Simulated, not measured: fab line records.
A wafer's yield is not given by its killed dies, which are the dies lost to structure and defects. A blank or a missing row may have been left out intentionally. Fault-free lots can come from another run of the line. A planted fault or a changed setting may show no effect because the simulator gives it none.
Matching of chambers    flow nand-harc    3 sister chambers for NHARC_P_GATE_DEP_103 on pecvd-03
The step deposits SiON, target thk 30 nm. 3 wafers are shown with their chamber, then 9 later ones without.

WAFERS, EACH WITH ITS CHAMBER
wafer   chamber  heater-power-w (W)
L080.5  2        706
L084.2  1        706
L084.4  0        671

WAFERS WITHOUT THEIR CHAMBER
wafer   heater-power-w (W)
L084.1  659
L084.5  716
L084.6  662
L094.2  841
L094.3  749
L094.5  746
L095.3  813
L095.4  784
L095.5  697

THE CHAMBER EACH PASSED THROUGH
wafer   from the rows above           in truth
L084.1  can't be placed: 0 or 1 or 2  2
L084.5  can't be placed: 1 or 2 or 0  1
L084.6  can't be placed: 0 or 1 or 2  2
L094.2  can't be placed: 1 or 2 or 0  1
L094.3  can't be placed: 1 or 2 or 0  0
L094.5  can't be placed: 1 or 2 or 0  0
L095.3  can't be placed: 1 or 2 or 0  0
L095.4  can't be placed: 1 or 2 or 0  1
L095.5  can't be placed: 1 or 2 or 0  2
Correctly placed: 0 of 9. These rows do not allow placing 9 (true chamber among the candidates in 9). 0 placed wrongly.
How it was worked out, from the rows above alone: a wafer's distance from a chamber is the root of the sum, over the readings, of the square of ((its reading less the chamber's mean) divided by the reading's scatter). If the next closest chamber is less than 2 further off than the closest, the wafer can't be placed; otherwise it belongs to the closest. For every chamber, the mean is computed from those of its wafers that are shown. The scatter: root of mean squared gap, hidden wafer to nearest shown wafer, with one shown wafer a chamber.
